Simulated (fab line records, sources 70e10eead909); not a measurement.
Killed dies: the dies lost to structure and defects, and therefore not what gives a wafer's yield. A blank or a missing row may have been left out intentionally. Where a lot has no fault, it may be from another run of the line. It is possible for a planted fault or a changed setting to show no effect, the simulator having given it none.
The tool behind it: which one? | flow nand-harc | 19 lots with 57 wafers sampled at 5 steps, on a route of 1159 steps

WHAT EACH GAUGE READ, for each wafer
NHARC_A_SGD_CUT_OVL_MEAS_10. Usual: overlay-x-nm -0.1 nm, standard deviation 0.64; overlay-y-nm 0.2 nm, standard deviation 0.63.
lot  | measured     | on         | overlay-x-nm (nm) | overlay-y-nm (nm) | flag
L075 | day 14 01:18 | overlay-02 | -0.1 -1.5 -0.2    | -1.0 -1.2 -0.9    |
L077 | day 14 13:28 | overlay-01 | 1.0 1.2 1.3       | 1.4 0.9 1.5       |
L076 | day 14 14:09 | overlay-01 | 0.8 0.7 0.8       | 0.8 0.6 0.9       |
L080 | day 15 05:36 | overlay-02 | -0.6 -0.2 -0.4    | 0.7 1.0 0.6       |
L082 | day 15 04:17 | overlay-02 | -0.4 -0.1 -0.6    | 1.2 0.9 1.0       |
L081 | day 16 00:27 | overlay-02 | -0.4 -0.6 -0.2    | -0.4 -0.3 -0.5    |
L084 | day 16 11:32 | overlay-02 | -0.6 -0.5 -0.7    | 0.2 0.6 0.7       |
L085 | day 16 11:11 | overlay-02 | -1.0 -0.1 -0.5    | 0.3 0.4 0.2       |
L087 | day 16 19:54 | overlay-02 | 0.9 0.4 0.2       | 0.0 -0.3 -0.1     |
L086 | day 16 18:19 | overlay-02 | -0.5 -0.1 -0.4    | -0.8 -0.4 -0.6    |
L083 | day 16 20:56 | overlay-02 | -0.3 -0.7 -0.9    | 0.0 0.2 0.1       |
L089 | day 17 06:47 | overlay-02 | -1.3 -0.8 -0.8    | -0.7 -1.1 -0.3    |
L088 | day 17 06:37 | overlay-02 | -0.3 -0.5 -0.3    | 0.4 0.5 1.1       |
L093 | day 18 09:19 | overlay-02 | -0.2 -0.5 -0.8    | 0.5 0.6 0.4       |
L091 | day 18 15:09 | overlay-02 | -0.8 -0.7 -1.3    | 1.2 1.8 1.5       |
L094 | day 18 15:35 | overlay-02 | 0.4 -0.3 0.2      | -0.1 -0.5 0.6     |
L095 | day 19 15:05 | overlay-02 | 0.2 0.0 0.0       | -0.9 -0.5 -0.5    |
L097 | day 19 15:34 | overlay-02 | 0.8 0.5 1.0       | 0.0 0.9 0.6       |
L096 | day 19 15:18 | overlay-02 | 0.6 0.7 1.0       | 0.2 0.1 0.4       |

WHAT TOOL EACH LOT RAN ON (gives the tool, then ch and the chambers of the sampled wafers, and finally the start)
lot  | NHARC_A_STAIRCASE_DESCUM_291       | NHARC_A_STAIRCASE_HM_OPEN_460                 | NHARC_A_STAIRCASE_STRIP_476        | NHARC_A_STAIRCASE_STRIP_475
L075 | rie-diel-02 ch 0,1,3, day 11 20:43 | rie-diel-02 ch 0,1,2, day 12 05:54 or earlier | rie-diel-03 ch 0,2,3, day 12 05:54 | rie-diel-02 ch 0,2,3, day 14 01:18 or earlier
L077 | rie-diel-03 ch 0,1,3, day 12 06:35 | rie-diel-03 ch 1,2,3, day 12 15:40 or earlier | rie-diel-12 ch 1,2,3, day 12 15:40 | rie-diel-12 ch 0,2,3, day 14 13:28 or earlier
L076 | rie-diel-03 ch 0,1,2, day 12 08:37 | rie-diel-03 ch 0,2,3, day 12 18:52 or earlier | rie-diel-03 ch 0,1,2, day 12 18:52 | rie-diel-12 ch 1,2, day 14 14:09 or earlier
L080 | rie-diel-02 ch 1,2, day 12 20:28   | rie-diel-02 ch 0,2, day 13 07:11 or earlier   | rie-diel-02 ch 1,2,3, day 13 07:11 | rie-diel-12 ch 1,2,3, day 15 05:36 or earlier
L082 | rie-diel-03 ch 0,3, day 13 02:58   | rie-diel-03 ch 1,2, day 13 12:27 or earlier   | rie-diel-03 ch 0,2,3, day 13 12:27 | rie-diel-03 ch 0,2, day 15 02:41
L081 | rie-diel-02 ch 1,2,3, day 13 14:13 | rie-diel-02 ch 0,1,3, day 14 02:37 or earlier | rie-diel-02 ch 0,1,2, day 14 02:37 | rie-diel-03 ch 1,2,3, day 16 00:27 or earlier
L084 | rie-diel-12 ch 0,2,3, day 14 02:15 | rie-diel-12 ch 1,3, day 14 14:10 or earlier   | rie-diel-03 ch 0,2, day 14 14:10   | rie-diel-03 ch 0,3, day 16 11:32 or earlier
L085 | rie-diel-02 ch 1,3, day 14 02:25   | rie-diel-02 ch 0,1,3, day 14 15:29 or earlier | rie-diel-02 ch 0,2,3, day 14 15:29 | rie-diel-02 ch 0,1,2, day 16 11:11 or earlier
L087 | rie-diel-02 ch 1,2, day 14 09:17   | rie-diel-02 ch 0,1,3, day 14 19:52 or earlier | rie-diel-03 ch 0,1,2, day 14 19:52 | rie-diel-03 ch 0,2,3, day 16 19:54 or earlier
L086 | rie-diel-02 ch 0,3, day 14 11:42   | rie-diel-02 ch 0,1,3, day 15 01:21 or earlier | rie-diel-12 ch 0,2,3, day 15 01:21 | rie-diel-12 ch 0,3, day 16 18:19 or earlier
L083 | rie-diel-02 ch 0,2,3, day 14 13:25 | rie-diel-02 ch 0,2,3, day 15 00:06 or earlier | rie-diel-03 ch 0,2,3, day 15 00:06 | rie-diel-02 ch 1,2,3, day 16 20:56 or earlier
L089 | rie-diel-02 ch 0,2,3, day 15 02:19 | rie-diel-02 ch 1,2,3, day 15 11:28 or earlier | rie-diel-02 ch 0,1,2, day 15 11:28 | rie-diel-03 ch 0,2,3, day 17 06:47 or earlier
L088 | rie-diel-03 ch 0,2,3, day 15 03:04 | rie-diel-03 ch 0,2,3, day 15 12:18 or earlier | rie-diel-12 ch 1,2,3, day 15 12:18 | rie-diel-02 ch 0,2,3, day 17 06:37 or earlier
L093 | rie-diel-02 ch 0,1,3, day 16 05:02 | rie-diel-02 ch 1,2,3, day 16 15:41 or earlier | rie-diel-12 ch 0,2,3, day 16 15:41 | rie-diel-03 ch 0,1,3, day 18 09:19 or earlier
L091 | rie-diel-03 ch 1,2, day 16 06:59   | rie-diel-03 ch 1,2,3, day 16 18:37 or earlier | rie-diel-02 ch 1,2, day 16 18:37   | rie-diel-02 ch 0,1,3, day 18 15:09 or earlier
L094 | rie-diel-02 ch 0,2,3, day 16 11:12 | rie-diel-02 ch 0,2,3, day 16 20:49 or earlier | rie-diel-03 ch 0,2,3, day 16 20:49 | rie-diel-02 ch 0,1,3, day 18 15:35 or earlier
L095 | rie-diel-12 ch 2,3, day 17 06:45   | rie-diel-12 ch 0,1, day 17 16:38 or earlier   | rie-diel-12 ch 1,3, day 17 16:38   | rie-diel-03 ch 1,2,3, day 19 15:05 or earlier
L097 | rie-diel-02 ch 0,1,3, day 17 06:56 | rie-diel-02 ch 1,2,3, day 17 16:44 or earlier | rie-diel-02 ch 2,3, day 17 16:44   | rie-diel-02 ch 0,2, day 19 15:34 or earlier
L096 | rie-diel-12 ch 2,3, day 17 09:26   | rie-diel-12 ch 0,2, day 17 18:50 or earlier   | rie-diel-02 ch 0,1,2, day 17 18:50 | rie-diel-02 ch 0,1, day 19 15:18 or earlier
- NHARC_A_STAIRCASE_DESCUM_291: chemistry O2, time 3 s.
- NHARC_A_STAIRCASE_HM_OPEN_460: chemistry O2/COS.
- NHARC_A_STAIRCASE_STRIP_476: strips in O2, time 20 s.
- NHARC_A_STAIRCASE_STRIP_475: strips in O2, time 20 s.

AS READ BY THE TOOLS THEMSELVES (means over the sampled wafers that have a number; for cases with no such wafer, the mark the record gives instead)
NHARC_A_STAIRCASE_DESCUM_291. Usual: drypump-motor-current-A 5.5 A, standard deviation 0.38; o2-flow-sccm 199.9 sccm, standard deviation 0.57; oes-product-au 1.003 a.u., standard deviation 0.013; rf-vpp-V 57.7 V, standard deviation 0.95; showerhead-plenum-p-Torr 1.88 Torr, standard deviation 0.063; throttle-valve-pct 11.312 %, standard deviation 0.0091.
lot  | tool        | drypump-motor-current-A (A) | o2-flow-sccm (sccm) | oes-product-au (a.u.) | rf-vpp-V (V) | showerhead-plenum-p-Torr (Torr) | throttle-valve-pct (%) | flag
L075 | rie-diel-02 | 5.7                         | 199.9               | 0.997                 | 58.2         | 1.84                            | 11.315                 |
L077 | rie-diel-03 | 5.3                         | 199.8               | 1.005                 | 58.4         | 1.92                            | 11.304                 |
L076 | rie-diel-03 | 5.1                         | 200.1               | 1.011                 | 57.4         | 1.94                            | 11.309                 |
L080 | rie-diel-02 | 5.5                         | 199.8               | 0.992                 | 56.7         | 1.83                            | 11.303                 |
L082 | rie-diel-03 | 5.7                         | 200.0               | 1.017                 | 58.0         | 1.89                            | 11.313                 |
L081 | rie-diel-02 | 5.5                         | 199.8               | 0.997                 | 57.2         | 1.84                            | 11.316                 |
L084 | rie-diel-12 | 5.7                         | 199.9               | 0.992                 | 58.4         | 1.97                            | 11.327                 |
L085 | rie-diel-02 | 5.4                         | 199.4               | 1.003                 | 57.0         | 1.85                            | 11.309                 |
L087 | rie-diel-02 | 5.8                         | 200.5               | 1.006                 | 57.7         | 1.80                            | 11.315                 |
L086 | rie-diel-02 | 5.6                         | 199.5               | 1.006                 | 57.1         | 1.85                            | 11.315                 |
L083 | rie-diel-02 | 5.4                         | 200.4               | 1.008                 | 57.8         | 1.85                            | 11.306                 |
L089 | rie-diel-02 | 5.5                         | 200.5               | 1.004                 | 57.1         | 1.85                            | 11.309                 |
L088 | rie-diel-03 | 5.4                         | 199.8               | 1.019                 | 58.1         | 1.92                            | 11.319                 |
L093 | rie-diel-02 | 5.7                         | 199.3               | 1.014                 | 57.6         | 1.83                            | 11.309                 |
L091 | rie-diel-03 | 5.0                         | 200.3               | 1.007                 | 58.2         | 1.95                            | 11.317                 |
L094 | rie-diel-02 | 5.4                         | 199.4               | 1.013                 | 57.7         | 1.85                            | 11.312                 |
L095 | rie-diel-12 | 5.6                         | 200.5               | 0.996                 | 58.8         | 1.96                            | 11.312                 |
L097 | rie-diel-02 | 5.7                         | 199.7               | 1.012                 | 56.9         | 1.82                            | 11.321                 |
L096 | rie-diel-12 | 5.6                         | 199.8               | 1.001                 | 57.7         | 1.96                            | 11.307                 |

NHARC_A_STAIRCASE_HM_OPEN_460. Usual: drypump-motor-current-A 5.5 A (standard deviation 0.38); o2-flow-sccm 400.0 sccm (standard deviation 1.2); oes-product-au 1.003 a.u. (standard deviation 0.013); rf-fwd-power-W 499.1 W (standard deviation 1.5); rf-vpp-V 466.3 V (standard deviation 2.2); showerhead-plenum-p-Torr 3.08 Torr (standard deviation 0.098); throttle-valve-pct 28.330 % (standard deviation 0.0095).
lot  | tool        | drypump-motor-current-A (A) | o2-flow-sccm (sccm) | oes-product-au (a.u.) | rf-fwd-power-W (W) | rf-vpp-V (V) | showerhead-plenum-p-Torr (Torr) | throttle-valve-pct (%) | flag
L075 | rie-diel-02 | 5.7                         | 398.9               | 1.004                 | 499.6              | 464.2        | 2.99                            | 28.330                 |
L077 | rie-diel-03 | 5.4                         | 400.6               | 1.006                 | 499.2              | 468.4        | 3.16                            | 28.327                 |
L076 | rie-diel-03 | 5.4                         | 400.4               | 1.014                 | 500.3              | 467.7        | 3.14                            | 28.325                 |
L080 | rie-diel-02 | 5.7                         | 400.1               | 0.997                 | 498.8              | 464.7        | 3.01                            | 28.341                 |
L082 | rie-diel-03 | 5.1                         | 401.7               | 0.999                 | 499.9              | 468.7        | 3.20                            | 28.342                 |
L081 | rie-diel-02 | 5.7                         | 400.0               | 1.007                 | 498.4              | 464.5        | 3.00                            | 28.321                 |
L084 | rie-diel-12 | 5.5                         | 400.0               | 1.000                 | 499.2              | 466.5        | 3.12                            | 28.323                 |
L085 | rie-diel-02 | 5.7                         | 399.6               | 1.000                 | 498.7              | 464.7        | 3.00                            | 28.328                 |
L087 | rie-diel-02 | 5.7                         | 399.9               | 1.016                 | 500.8              | 464.5        | 2.99                            | 28.333                 |
L086 | rie-diel-02 | 5.7                         | 400.4               | 1.007                 | 499.6              | 465.5        | 2.99                            | 28.334                 |
L083 | rie-diel-02 | 5.4                         | 400.0               | 1.001                 | 498.5              | 465.6        | 3.02                            | 28.331                 |
L089 | rie-diel-02 | 5.5                         | 398.5               | 1.001                 | 498.7              | 464.2        | 3.00                            | 28.327                 |
L088 | rie-diel-03 | 5.4                         | 399.5               | 1.008                 | 499.6              | 467.9        | 3.12                            | 28.322                 |
L093 | rie-diel-02 | 5.5                         | 398.5               | 1.006                 | 499.7              | 463.8        | 2.99                            | 28.336                 |
L091 | rie-diel-03 | 5.4                         | 400.2               | 1.019                 | 498.8              | 468.0        | 3.15                            | 28.335                 |
L094 | rie-diel-02 | 5.5                         | 400.1               | 1.007                 | 498.5              | 464.2        | 3.02                            | 28.340                 |
L095 | rie-diel-12 | 5.7                         | 400.2               | 1.009                 | 499.0              | 467.4        | 3.12                            | 28.321                 |
L097 | rie-diel-02 | 5.5                         | 401.8               | 1.009                 | 498.8              | 464.9        | 2.99                            | 28.332                 |
L096 | rie-diel-12 | 5.8                         | 399.9               | 0.984                 | 499.7              | 469.2        | 3.21                            | 28.334                 |

NHARC_A_STAIRCASE_STRIP_476. Usual: drypump-motor-current-A 5.5 A, standard deviation 0.39; o2-flow-sccm 500.3 sccm, standard deviation 1.5; oes-product-au 1.002 a.u., standard deviation 0.015; rf-vpp-V 57.6 V, standard deviation 0.85; showerhead-plenum-p-Torr 3.48 Torr, standard deviation 0.12; throttle-valve-pct 17.037 %, standard deviation 0.0096.
lot  | tool        | drypump-motor-current-A (A) | o2-flow-sccm (sccm) | oes-product-au (a.u.) | rf-vpp-V (V) | showerhead-plenum-p-Torr (Torr) | throttle-valve-pct (%) | flag
L075 | rie-diel-03 | 5.4                         | 499.5               | 1.004                 | 57.7         | 3.55                            | 17.032                 |
L077 | rie-diel-12 | 5.8                         | 500.0               | 0.990                 | 58.2         | 3.57                            | 17.038                 |
L076 | rie-diel-03 | 5.1                         | 501.7               | 1.009                 | 57.4         | 3.58                            | 17.031                 |
L080 | rie-diel-02 | 5.5                         | 500.7               | 1.009                 | 57.5         | 3.39                            | 17.030                 |
L082 | rie-diel-03 | 5.5                         | 500.7               | 1.014                 | 58.5         | 3.54                            | 17.039                 |
L081 | rie-diel-02 | 5.7                         | 500.2               | 1.001                 | 57.4         | 3.37                            | 17.037                 |
L084 | rie-diel-03 | 5.1                         | 500.4               | 1.011                 | 57.4         | 3.54                            | 17.046                 |
L085 | rie-diel-02 | 5.4                         | 500.4               | 1.009                 | 57.5         | 3.42                            | 17.039                 |
L087 | rie-diel-03 | 5.1                         | 500.9               | 1.005                 | 58.1         | 3.57                            | 17.037                 |
L086 | rie-diel-12 | 5.7                         | 499.9               | 0.978                 | 57.6         | 3.62                            | 17.039                 |
L083 | rie-diel-03 | 5.5                         | 500.0               | 1.016                 | 57.6         | 3.53                            | 17.026                 |
L089 | rie-diel-02 | 5.7                         | 500.5               | 1.003                 | 57.5         | 3.36                            | 17.036                 |
L088 | rie-diel-12 | 5.8                         | 499.3               | 0.989                 | 57.9         | 3.55                            | 17.049                 |
L093 | rie-diel-12 | 5.7                         | 501.4               | 0.990                 | 57.8         | 3.62                            | 17.043                 |
L091 | rie-diel-02 | 5.8                         | 500.7               | 0.986                 | 57.5         | 3.33                            | 17.028                 |
L094 | rie-diel-03 | 5.5                         | 501.0               | 1.012                 | 58.1         | 3.52                            | 17.040                 |
L095 | rie-diel-12 | 5.5                         | 500.6               | 1.004                 | 57.3         | 3.51                            | 17.036                 |
L097 | rie-diel-02 | 5.2                         | 499.9               | 1.015                 | 57.5         | 3.43                            | 17.030                 |
L096 | rie-diel-02 | 5.7                         | 498.8               | 0.998                 | 57.9         | 3.35                            | 17.038                 |

NHARC_A_STAIRCASE_STRIP_475. Usual: drypump-motor-current-A 5.6 A, standard deviation 0.4; o2-flow-sccm 500.1 sccm, standard deviation 1.7; oes-product-au 1.003 a.u., standard deviation 0.014; rf-vpp-V 57.6 V, standard deviation 0.86; showerhead-plenum-p-Torr 3.49 Torr, standard deviation 0.11; throttle-valve-pct 17.036 %, standard deviation 0.0085.
lot  | tool        | drypump-motor-current-A (A) | o2-flow-sccm (sccm) | oes-product-au (a.u.) | rf-vpp-V (V) | showerhead-plenum-p-Torr (Torr) | throttle-valve-pct (%) | flag
L075 | rie-diel-02 | 5.4                         | 500.8               | 1.008                 | 58.2         | 3.42                            | 17.024                 |
L077 | rie-diel-12 | 5.7                         | 498.7               | 0.989                 | 58.3         | 3.63                            | 17.037                 |
L076 | rie-diel-12 | 6.0                         | 499.6               | 0.997                 | 57.7         | 3.50                            | 17.047                 |
L080 | rie-diel-12 | 5.8                         | 498.7               | 0.992                 | 57.5         | 3.55                            | 17.039                 |
L082 | rie-diel-03 | 5.1                         | 499.5               | 1.002                 | 56.8         | 3.54                            | 17.039                 |
L081 | rie-diel-03 | 5.4                         | 498.9               | 1.005                 | 58.6         | 3.56                            | 17.028                 |
L084 | rie-diel-03 | 5.7                         | 499.9               | 1.025                 | 57.4         | 3.48                            | 17.033                 |
L085 | rie-diel-02 | 5.7                         | 501.6               | 1.001                 | 57.0         | 3.36                            | 17.033                 |
L087 | rie-diel-03 | 5.5                         | 501.5               | 1.010                 | 57.2         | 3.52                            | 17.036                 |
L086 | rie-diel-12 | 5.4                         | 500.4               | 1.003                 | 57.6         | 3.58                            | 17.040                 |
L083 | rie-diel-02 | 5.5                         | 498.7               | 0.996                 | 56.6         | 3.38                            | 17.041                 |
L089 | rie-diel-03 | 5.5                         | 499.6               | 1.011                 | 57.5         | 3.52                            | 17.031                 |
L088 | rie-diel-02 | 5.4                         | 500.1               | 1.013                 | 58.0         | 3.41                            | 17.030                 |
L093 | rie-diel-03 | 5.4                         | 499.0               | 1.000                 | 57.6         | 3.51                            | 17.039                 |
L091 | rie-diel-02 | 5.7                         | 502.4               | 1.014                 | 57.7         | 3.37                            | 17.043                 |
L094 | rie-diel-02 | 5.7                         | 501.0               | 1.011                 | 57.9         | 3.37                            | 17.035                 |
L095 | rie-diel-03 | 5.4                         | 498.9               | 1.018                 | 57.7         | 3.54                            | 17.042                 |
L097 | rie-diel-02 | 5.5                         | 501.3               | 1.006                 | 57.4         | 3.38                            | 17.040                 |
L096 | rie-diel-02 | 5.9                         | 499.6               | 1.011                 | 57.3         | 3.34                            | 17.037                 |

THE ANSWER, worked out from the rows above alone
Rule: a lot is off if the mean of its wafers that have a number lies more than 3 standard deviations from the usual mean. Also off: a lot with no number at a reading for which 4 or more lots have one. The other lots that the step has rows for count as sound. The gauges are gone through in route order, then the tools' own readings, and for those a lot's mean is taken as printed above. The first step at which some lot is off is used, and at that step the reading that is off furthest; a lot without a number counts as furthest.
Nothing can be told from this: no lot is off at any reading shown.

WHAT THE SIMULATOR HAD PUT IN
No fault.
